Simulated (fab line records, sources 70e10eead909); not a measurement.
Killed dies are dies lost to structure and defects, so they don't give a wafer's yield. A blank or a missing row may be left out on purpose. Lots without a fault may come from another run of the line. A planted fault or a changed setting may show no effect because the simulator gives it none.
A struck lot beside a sound one | flow nand_harc | 12 steps out of a route of 1302
Sound: wafers L675.1, L675.4, L675.6. Struck: wafers L679.1, L679.3, L679.6. The cause comes at the end.
At each step with rows: each side's tool, then ch and its chambers, then its first start. Under that, the readings that differ: sound wafers | struck wafers | difference of the means | sigmas: that difference in standard deviations of wafers without a fault.
alike: readings whose means differ by less than 2 such deviations, and words and numbers that are the same on both sides. not compared: withheld readings, readings that some wafer has no value for, bounds like >300 that may hide the same value, and numbers for which the record gives no deviation and whose values overlap.
The two part at a step that has a row with sigmas, a row that says differs or no value, or rows on one side only. Numbers that don't overlap but have no deviation are shown without sigmas and don't part them. A reading that every wafer of one side lacks parts them only if that side has two wafers or more.

NHARC_A_STAIRCASE_TRIM_18: chemistry O2, time 211.2 s.
  sound on rie_diel-09 ch 0,3; struck on rie_diel-05 ch 0,1
  reading                     | sound       | struck      | difference | sigmas
  drypump_motor_current_A (A) | 6.4 6.4 5.8 | 5.8 5.0 5.0 | -0.9       | -2
  alike: chamber_pressure_mTorr, oes_product_au, rf_vpp_V, showerhead_plenum_p_Torr, throttle_valve_pct
  not compared: rf_hours_counter_h
NHARC_A_STAIRCASE_ETCH_19: etches the open film in C4F8/O2, target depth 100 nm, time 40.5 s.
  sound on rie_diel-09 ch 0,2,3; struck on rie_diel-05 ch 1,2,3
  alike: chamber_pressure_mTorr, oes_product_au, rf_vpp_V
  not compared: rf_hours_counter_h
then, 1 step without rows for these wafers: NHARC_A_STAIRCASE_TRIM_20 (chemistry O2, time 211.2 s).
NHARC_A_STAIRCASE_ETCH_21: etches the open film in C4F8/O2, target depth 100 nm, time 40.5 s.
  sound on rie_diel-09 ch 0,2; struck on rie_diel-05 ch 1,2,3
  alike: chamber_pressure_mTorr, oes_product_au, rf_vpp_V
  not compared: rf_hours_counter_h
then, 1 step without rows for these wafers: NHARC_A_STAIRCASE_TRIM_22 (chemistry O2, time 211.2 s).
NHARC_A_STAIRCASE_ETCH_23: etches the open film in C4F8/O2, target depth 100 nm, time 40.5 s.
  sound on rie_diel-09 ch 0,2; struck on rie_diel-05 ch 2,3
  alike: chamber_pressure_mTorr, oes_product_au, rf_vpp_V
  not compared: rf_hours_counter_h
then, 3 steps without rows for these wafers: NHARC_A_STAIRCASE_TRIM_24 (chemistry O2, time 211.2 s); NHARC_A_STAIRCASE_ETCH_25 (etches the open film in C4F8/O2, target depth 100 nm, time 40.5 s); NHARC_A_STAIRCASE_TRIM_26 (chemistry O2, time 211.2 s).
NHARC_A_STAIRCASE_ETCH_27: etches the open film in C4F8/O2, target depth 100 nm, time 40.5 s.
  sound on rie_diel-09 ch 1,2; struck on rie_diel-05 ch 1,2,3
  alike: chamber_pressure_mTorr, oes_product_au, rf_vpp_V
  not compared: rf_hours_counter_h
NHARC_A_STAIRCASE_STRIP_175: strips in O2.
  sound on plasma_asher-02 ch 0,1, day 20 07:01; struck on plasma_asher-02 ch 0,1, day 21 22:01
  no value came back on the struck wafers for drypump_motor_current_A (A), heater_power_w (W); on the sound wafers drypump_motor_current_A (A) reads 5.37 5.48 5.46
  not compared: rf_hours_counter_h
then, 1 step without rows for these wafers: NHARC_A_STAIRCASE_STRIP_148 (strips in SPM, time 900 s).

WHERE THEY PART
First at NHARC_A_STAIRCASE_TRIM_18; last, within this record, at NHARC_A_STAIRCASE_STRIP_175.

WHY: what the simulator had put in
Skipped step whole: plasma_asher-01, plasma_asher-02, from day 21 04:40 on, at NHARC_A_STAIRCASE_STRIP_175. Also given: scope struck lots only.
